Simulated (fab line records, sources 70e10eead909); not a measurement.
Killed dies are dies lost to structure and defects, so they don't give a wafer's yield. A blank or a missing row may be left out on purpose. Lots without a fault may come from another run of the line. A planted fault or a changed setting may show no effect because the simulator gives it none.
Which tool did it? | flow nand_harc | 12 lots, 36 wafers sampled, at 5 steps of a route of 1302

WHAT THE GAUGES READ, wafer by wafer
NHARC_END_SORT_01. Usual: killed_at_array 65, standard deviation 19; killed_at_other 0.9, standard deviation 1.1; killed_at_periphery 3.5, standard deviation 2.3; killed_dies 69, standard deviation 19; killed_open 3.2, standard deviation 1.8; killed_short 2.4, standard deviation 1.5.
lot  | measured     | on        | killed_at_array | killed_at_other | killed_at_periphery | killed_dies | killed_open | killed_short | flag
L587 | day 29 12:40 | prober-02 | 518 91 87       | 0 0 2           | 3 4 3               | 521 95 92   | 4 7 7       | 2 4 0        | OFF
L588 | day 29 04:04 | prober-02 | 473 60 43       | 2 1 1           | 1 1 2               | 476 62 46   | 1 2 2       | 3 6 1        | OFF

WHICH TOOL RAN EACH LOT (tool, then ch and the chambers of the sampled wafers, then the start)
lot  | NHARC_A_CONTACT_ETCH_51                       | NHARC_A_CONTACT_ETCH_111             | NHARC_A_CONTACT_ETCH_117             | NHARC_A_CONTACT_ETCH_96
L577 | rie_diel-04 ch 0,3, day 21 16:40 or earlier   | har_cap_etch-03 ch 0,1, day 21 16:40 | har_cap_etch-03 ch 0,1, day 21 17:43 | rie_diel-04 ch 1,2, day 21 19:52
L580 | rie_diel-03 ch 0,2,3, day 22 15:55 or earlier | har_cap_etch-02 ch 0,1, day 22 15:55 | har_cap_etch-02 ch 0,1, day 22 16:58 | rie_diel-04 ch 0,1,3, day 22 19:10
L579 | rie_diel-04 ch 0,3, day 22 16:18 or earlier   | har_cap_etch-01 ch 0,1, day 22 16:18 | har_cap_etch-01 ch 0,1, day 22 17:20 | rie_diel-03 ch 1,2,3, day 22 19:26
L581 | rie_diel-05 ch 0,2, day 23 08:01 or earlier   | har_cap_etch-02 ch 0,1, day 23 08:01 | har_cap_etch-02 ch 0,1, day 23 09:04 | rie_diel-05 ch 0,2,3, day 23 11:19
L582 | rie_diel-04 ch 1,2, day 24 08:20 or earlier   | har_cap_etch-03 ch 0,1, day 24 08:20 | har_cap_etch-03 ch 0,1, day 24 09:23 | rie_diel-04 ch 0,1,2, day 24 11:29
L587 | rie_diel-05 ch 0,2,3, day 26 02:16 or earlier | har_cap_etch-01 ch 0,1, day 26 02:16 | har_cap_etch-01 ch 0,1, day 26 03:20 | rie_diel-04 ch 0,1,3, day 26 05:26
L588 | rie_diel-03 ch 2,3, day 26 06:29 or earlier   | har_cap_etch-02 ch 0,1, day 26 06:29 | har_cap_etch-02 ch 0,1, day 26 07:33 | rie_diel-04 ch 0,2, day 26 09:41
L594 | rie_diel-04 ch 2,3, day 28 08:08 or earlier   | har_cap_etch-02 ch 0,1, day 28 08:08 | har_cap_etch-02 ch 0,1, day 28 09:12 | rie_diel-04 ch 0,1, day 28 11:20
L595 | rie_diel-03 ch 0,1, day 29 17:41 or earlier   | har_cap_etch-03 ch 0,1, day 29 17:41 | har_cap_etch-03 ch 0,1, day 29 18:44 | rie_diel-04 ch 1,2, day 29 21:02
L596 | rie_diel-04 ch 2,3, day 29 21:17 or earlier   | har_cap_etch-01 ch 0,1, day 29 21:17 | har_cap_etch-01 ch 0,1, day 29 22:20 | rie_diel-04 ch 1,2, day 30 00:30
L599 | rie_diel-04 ch 0,2,3, day 31 01:50 or earlier | har_cap_etch-01 ch 0,1, day 31 01:50 | har_cap_etch-01 ch 0,1, day 31 02:54 | rie_diel-04 ch 0,2,3, day 31 05:02
L600 | rie_diel-04 ch 0,1,3, day 31 02:42 or earlier | har_cap_etch-02 ch 0,1, day 31 02:42 | har_cap_etch-02 ch 0,1, day 31 03:46 | rie_diel-03 ch 0,1,3, day 31 05:56
- NHARC_A_CONTACT_ETCH_51: etches the open film in O2/COS, target depth 7000 nm, time 1820 s.
- NHARC_A_CONTACT_ETCH_111: etches the open film in C4F8/O2/Ar, time 140 s, target depth 700 nm.
- NHARC_A_CONTACT_ETCH_117: etches the open film in C4F8/O2/Ar, time 190 s, target depth 1850 nm.
- NHARC_A_CONTACT_ETCH_96: etches the open film in C4F6/O2, target depth 20 nm, time 10 s.

WHAT THE TOOLS THEMSELVES READ (means of the sampled wafers that have a number; where no wafer has one, the mark that the record gives instead)
NHARC_A_CONTACT_ETCH_51. Usual: drypump_motor_current_A 5.9 A, standard deviation 0.63; oes_product_au 0.997 a.u., standard deviation 0.01; rf_vpp_V 314.1 V, standard deviation 2; showerhead_plenum_p_Torr 3.12 Torr, standard deviation 0.13; throttle_valve_pct 28.328 %, standard deviation 0.0084.
lot  | tool        | drypump_motor_current_A (A) | oes_product_au (a.u.) | rf_vpp_V (V) | showerhead_plenum_p_Torr (Torr) | throttle_valve_pct (%) | flag
L577 | rie_diel-04 | 5.9                         | 0.998                 | 312.0        | 3.04                            | 28.327                 |
L580 | rie_diel-03 | 5.8                         | 1.001                 | 315.8        | 3.23                            | 28.321                 |
L579 | rie_diel-04 | 5.9                         | 1.001                 | 313.9        | 3.04                            | 28.329                 |
L581 | rie_diel-05 | 5.5                         | 0.996                 | 314.1        | 3.09                            | 28.329                 |
L582 | rie_diel-04 | 6.4                         | 1.008                 | 314.8        | 3.18                            | 28.322                 |
L587 | rie_diel-05 | 5.6                         | 0.993                 | 314.7        | 3.12                            | 28.329                 |
L588 | rie_diel-03 | 5.6                         | 1.006                 | 316.3        | 3.27                            | 28.331                 |
L594 | rie_diel-04 | 6.4                         | 0.999                 | 312.9        | 3.07                            | 28.324                 |
L595 | rie_diel-03 | 6.0                         | 0.994                 | 314.2        | 3.14                            | 28.333                 |
L596 | rie_diel-04 | 6.4                         | 1.005                 | 312.6        | 3.05                            | 28.329                 |
L599 | rie_diel-04 | 5.9                         | 0.999                 | 313.8        | 3.04                            | 28.331                 |
L600 | rie_diel-04 | 5.9                         | 1.000                 | 313.8        | 3.13                            | 28.329                 |

NHARC_A_CONTACT_ETCH_96. Usual: drypump_motor_current_A 6.0 A, standard deviation 0.63; oes_product_au 0.968 a.u., standard deviation 0.025; rf_vpp_V 547 V, standard deviation 3.3; showerhead_plenum_p_Torr 3.94 Torr, standard deviation 0.15; throttle_valve_pct 26.904 %, standard deviation 0.0092.
lot  | tool        | drypump_motor_current_A (A) | oes_product_au (a.u.) | rf_vpp_V (V) | showerhead_plenum_p_Torr (Torr) | throttle_valve_pct (%) | flag
L577 | rie_diel-04 | 6.4                         | 0.974                 | 548          | 4.00                            | 26.903                 |
L580 | rie_diel-04 | 5.9                         | 0.953                 | 547          | 3.94                            | 26.903                 |
L579 | rie_diel-03 | 5.5                         | 0.995                 | 549          | 4.03                            | 26.904                 |
L581 | rie_diel-05 | 5.6                         | 0.936                 | 548          | 3.92                            | 26.908                 |
L582 | rie_diel-04 | 5.9                         | 0.963                 | 546          | 3.96                            | 26.909                 |
L587 | rie_diel-04 | 5.9                         | 0.927                 | 547          | 3.94                            | 26.910                 |
L588 | rie_diel-04 | 5.9                         | 0.927                 | 546          | 3.84                            | 26.910                 |
L594 | rie_diel-04 | 5.9                         | 0.934                 | 551          | 4.06                            | 26.908                 |
L595 | rie_diel-04 | 6.5                         | 0.986                 | 551          | 4.09                            | 26.903                 |
L596 | rie_diel-04 | 6.4                         | 0.927                 | 550          | 4.09                            | 26.898                 |
L599 | rie_diel-04 | 5.9                         | 0.945                 | 545          | 3.82                            | 26.901                 |
L600 | rie_diel-03 | 6.0                         | 0.954                 | 549          | 4.03                            | 26.911                 |

THE ANSWER, worked out from the rows above alone
Rule: a lot is off if the mean of its wafers that have a number lies more than 3 standard deviations from the usual mean. A lot without any number at a reading at which 4 lots or more have one is off too. The other lots that the step has rows for count as sound. The gauges are gone through in route order, then the tools' own readings, and for those a lot's mean is taken as printed above. The first step at which some lot is off is used, and at that step the reading that is off furthest; a lot without a number counts as furthest.
Off: L587, L588, at NHARC_END_SORT_01 (killed_at_array). Neither off nor sound, because the step has no rows for them: L577, L580, L579, L581, L582, L594, L595, L596, L599, L600.
A tool fits if, at a process step before that reading, it ran every lot that is off, and no sound lot after the first of them. The gauges at NHARC_END_SORT_01 are tried like those tools. NHARC_A_CONTACT_ETCH_51 gives no start for some lots, so the hours and the order of its lots are those of NHARC_A_CONTACT_ETCH_111. Can't be told from this: 2 tools fit, rie_diel-04 at NHARC_A_CONTACT_ETCH_96, prober-02 at NHARC_END_SORT_01.

WHAT THE SIMULATOR HAD PUT IN
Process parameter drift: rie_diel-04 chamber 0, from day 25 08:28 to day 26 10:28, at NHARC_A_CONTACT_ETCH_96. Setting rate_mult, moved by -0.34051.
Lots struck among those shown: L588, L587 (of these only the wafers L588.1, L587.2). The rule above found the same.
